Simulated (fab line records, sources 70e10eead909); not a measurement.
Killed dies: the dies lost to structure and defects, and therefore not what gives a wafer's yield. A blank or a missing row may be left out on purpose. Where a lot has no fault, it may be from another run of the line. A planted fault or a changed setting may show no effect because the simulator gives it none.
Comparing a struck lot with a sound one	flow nand-harc	15 steps out of a route of 1302
Sound: the wafers L149.1, L149.5, L149.6. Wafers L166.2, L166.3, L166.4 were the ones struck. The cause is given at the end.
Each step with rows lists, per side, the tool, then ch with its chambers, then its first start. Under that, the readings that differ: sound wafers	struck wafers	difference of the means	sigmas: that difference in standard deviations of wafers without a fault.
alike: readings with means less than 2 such deviations apart, plus words and numbers identical on both sides. not compared: withheld readings, readings lacking a value on some wafer, bounds such as >300 that could conceal the same value, and numbers that have no deviation in the record and whose values overlap.
Wherever a step has rows on one side only, a row that says differs or no value, or a row with sigmas, the two part there. When numbers do not overlap yet have no deviation, they are printed without sigmas and do not part them. A reading missing from all wafers of one side parts the sides only when that side holds two or more wafers.

first, 3 steps without rows for these wafers: NHARC_A_M1_EXPOSE_06 (exposes mask A M1, target cd 120 nm); NHARC_A_M1_PEB_07 (peb time 65 s); NHARC_A_M1_DEVELOP_08 (develop time 35 s).
NHARC_A_M1_CD_MEAS_09 targets a cd of 120 nm.
  sound on cd-sem-01 ch 0, day 23 10:37; struck on cd-sem-02 ch 0, day 30 14:32
  alike: cd-nm
NHARC_A_M1_OVL_MEAS_10: pitch 240 nm.
  sound: overlay-01 at day 23 10:43; struck: overlay-01 at day 30 14:38
  alike: overlay-x-nm, overlay-y-nm
NHARC_A_M1_INSPECT_11:
  sound: defect-inspect-01 at day 23 10:44; struck: defect-inspect-01 at day 30 14:40
reading	sound	struck	difference	sigmas
raw-defect-count	19 16 19	149 146 140	+127	+3
NHARC_A_M1_DESCUM_14: chemistry O2, time 3 s.
  sound on rie-diel-05 ch 1,2, day 23 10:49; struck on rie-diel-05 ch 0,2,3, day 30 14:44
  alike: drypump-motor-current-A, oes-product-au, rf-vpp-V, showerhead-plenum-p-Torr, throttle-valve-pct
  not compared: rf-hours-counter-h
NHARC_A_M1_ETCH_35: etches the open film in N2/H2, target depth 40 nm, overetch 12 nm, time 43.94 s.
  sound on rie-diel-05 ch 1,2, day 23 10:54; struck on rie-diel-05 ch 0,1,3, day 30 14:49
  alike: drypump-motor-current-A, oes-product-au, rf-vpp-V, showerhead-plenum-p-Torr, throttle-valve-pct
  not compared: rf-hours-counter-h
then, 1 step without rows for these wafers: NHARC_A_M1_ETCH_15 (etches the open film in C4F8/Ar, target depth 182.5 nm, time 91.2 s).
NHARC_A_M1_CD_MEAS_16:
  sound: cd-sem-01 at day 23 11:07; struck: cd-sem-01 at day 30 15:02
  alike: cd-nm
NHARC_A_M1_STRIP_18: strips in N2/H2.
  sound on rie-diel-12 ch 1,2,3, day 23 11:14; struck on rie-diel-08 ch 0,2,3, day 30 15:06
  alike: drypump-motor-current-A, oes-product-au, rf-vpp-V, showerhead-plenum-p-Torr, throttle-valve-pct
  not compared: rf-hours-counter-h
NHARC_A_M1_ETCH_28: etches the open film in CF4/N2, target depth 30 nm, time 72.99 s.
  sound: rie-diel-12 ch 2,3; struck: rie-diel-08 ch 0,1,2
  alike: cf4-flow-sccm, drypump-motor-current-A, oes-product-au, rf-vpp-V, showerhead-plenum-p-Torr, throttle-valve-pct
  not compared: rf-hours-counter-h
NHARC_A_M1_STRIP_19: strips in post etch residue remover, time 600 s.
  sound on wet-bench-10 ch 0,3,6, day 23 11:34; struck on wet-bench-10 ch 0,3,5, day 30 15:28
reading	sound	struck	difference	sigmas
run-length-s (s)	603.8 601.3 601.9	635.4 638.3 636.3	+34.3	+31
NHARC_A_M1_DEGAS_29: time 60 s.
  sound: pvd-sputter-01 at day 23 11:49; struck: pvd-sputter-02 at day 30 15:45
reading	sound	struck	difference	sigmas
heater-power-w (W)	393 390 433	341 300 295	-93	-3
NHARC_END_SORT_01:
  only the struck wafers appear in the record here, on prober-01 ch 0 at day 32 04:56; the sound ones have no rows

## WHERE THEY PART
At NHARC_A_M1_INSPECT_11 first; at NHARC_END_SORT_01 last (within this record only).

WHY: whatever the simulator had introduced
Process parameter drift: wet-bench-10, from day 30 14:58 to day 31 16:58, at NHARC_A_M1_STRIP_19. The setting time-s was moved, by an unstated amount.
